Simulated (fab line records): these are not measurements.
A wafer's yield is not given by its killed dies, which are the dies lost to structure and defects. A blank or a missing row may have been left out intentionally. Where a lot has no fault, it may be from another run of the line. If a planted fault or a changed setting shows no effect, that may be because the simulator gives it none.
A struck lot beside a sound one :: flow nand_harc :: 12 steps out of a route of 1302
Sound: wafers L370.3, L370.4, L370.6. Struck: wafers L379.1, L379.2, L379.6. Last of all comes the cause.
For every step that has rows: the tool of each side, followed by ch and its chambers, followed by its first start. Under that, the readings that differ: sound wafers :: struck wafers :: difference of the means :: sigmas: that difference in standard deviations of wafers without a fault.
alike: words and numbers the same on both sides, and readings whose means are apart by under 2 such deviations; not compared: readings that were withheld, readings missing a value for some wafer, numbers with overlapping values and no deviation given by the record, and bounds like >300 which may hide the same value.
Wherever a step has rows on one side only, a row that says differs or no value, or a row with sigmas, the two part there. When numbers do not overlap yet have no deviation, they are printed without sigmas and do not part them. A reading that every wafer of one side lacks parts them only if that side has two wafers or more.

first, 1 step without rows for these wafers: NHARC_A_CHANNEL_FILL_D2_ANNEAL_22 (time 7200 s).
NHARC_A_CHANNEL_FILL_D2_ALD_25: deposits SiOx, target thk 60 nm, pulse time 10 s, ald cycles 600.
  sound on ald_hk-01 ch 0,1, day 20 01:06; struck on ald_hk-01 ch 0,1,3, day 24 03:16
  alike: heater_power_w, precursor_pulse_height_rel
NHARC_A_CHANNEL_FILL_D2_ETCHBACK_08: etches the open film in C4F8, target depth 220 nm, time 110 s.
  sound on rie_diel-13 ch 0,2; struck on rie_diel-11 ch 1,2
  alike: oes_product_au, rf_fwd_power_W, rf_vpp_V
  not compared: rf_hours_counter_h
NHARC_A_CHANNEL_FILL_D2_STRIP_29: strips in O2, time 20 s.
  sound on rie_diel-13 ch 0,3, day 20 06:53; struck on rie_diel-11 ch 0,2,3
  alike: drypump_motor_current_A, oes_product_au, rf_vpp_V, showerhead_plenum_p_Torr, throttle_valve_pct
  not compared: rf_hours_counter_h
then, 3 steps without rows for these wafers: NHARC_A_CHANNEL_FILL_D2_PRECLEAN_30 (cleans in dHF, time 30 s); NHARC_A_CHANNEL_FILL_D2_SRD_31; NHARC_A_CHANNEL_FILL_D2_CVD_09 (deposits poly-Si, target thk 150 nm, time 3000 s).
NHARC_A_CHANNEL_FILL_D2_CMP_10: polishes, target thk 150 nm.
  sound on cmp-04 ch 0,2,3, day 20 12:32; struck on cmp-03 ch 1,2,3, day 24 13:25
  alike: motor_current_A, slurry_flow_ml_min, time_to_endpoint_s
next, for these wafers, 1 step has no rows: NHARC_A_CHANNEL_FILL_D2_SRD_12.
NHARC_A_CHANNEL_FILL_D2_RTA_24: time 5 s.
  sound on rtp_anneal-01 ch 0, day 20 13:01; struck on rtp_anneal-01 ch 0, day 24 14:12
  alike: lamp_power_pct, wafer_temp_C_max
NHARC_A_CHANNEL_FILL_D2_INSPECT_13:
  sound on defect_inspect-01, day 20 13:10; struck on defect_inspect-02, day 24 14:23
  alike: raw_defect_count
-- the record jumps here: 9 days lie between the struck wafers' starts before and after (it left off in module A_CHANNEL_FILL_D2 and takes up again in module END, whose first step shown is number 1302 of the route) --
NHARC_END_SORT_01:
  sound on prober-01 ch 0, day 29 20:17; struck on prober-01 ch 0, day 33 10:16
  alike: killed_at_array, killed_at_other, killed_at_periphery, killed_dies, killed_open, killed_short

WHERE THEY PART
Nowhere in this record.

WHY: whatever the simulator had introduced
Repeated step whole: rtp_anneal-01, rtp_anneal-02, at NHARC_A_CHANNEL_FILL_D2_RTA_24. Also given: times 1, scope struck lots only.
